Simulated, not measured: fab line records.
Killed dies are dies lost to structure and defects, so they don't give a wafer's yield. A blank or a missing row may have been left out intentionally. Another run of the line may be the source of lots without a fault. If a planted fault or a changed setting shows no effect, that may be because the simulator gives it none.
Matching of chambers    flow nand_harc    NHARC_A_BLC_ALD_23 on ald_metal-01: 4 sister chambers
The step deposits TiN, target thk 3 nm, pulse time 1 s, ald cycles 150. 4 wafers are shown with their chamber, then 11 later ones without.

## WAFERS, EACH WITH ITS CHAMBER
wafer   chamber  heater_power_w (W)
L085.6  3        1206
L090.3  0        937
L090.5  2        994
L088.2  1        982

## WAFERS WITH NO CHAMBER GIVEN
wafer   heater_power_w (W)
L088.4  1187
L088.5  1177
L092.1  907
L092.4  1200
L092.6  999
L095.3  1192
L095.5  978
L095.6  909
L097.2  901
L097.3  1190
L097.5  1185

## EACH ONE'S CHAMBER
wafer   from the rows above           in truth
L088.4  3                             3
L088.5  3                             3
L092.1  0                             0
L092.4  3                             3
L092.6  can't be placed: 2 or 1       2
L095.3  3                             3
L095.5  can't be placed: 1 or 2 or 0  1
L095.6  0                             0
L097.2  0                             0
L097.3  3                             3
L097.5  3                             3
Correctly placed: 9 of 11. From these rows, 2 cannot be placed; in 2 the true chamber is one of the candidates. Number placed wrongly: 0.
How it was worked out, from the rows above alone: a wafer's distance from a chamber is the root of the sum, over the readings, of the square of ((its reading less the chamber's mean) divided by the reading's scatter). If the next closest chamber is less than 2 further off than the closest, the wafer can't be placed; otherwise it belongs to the closest. The mean given for a chamber averages the wafers shown for that chamber. The scatter (one wafer shown for each chamber): square how far every hidden wafer sits from the nearest shown wafer, average those squares and take the square root.
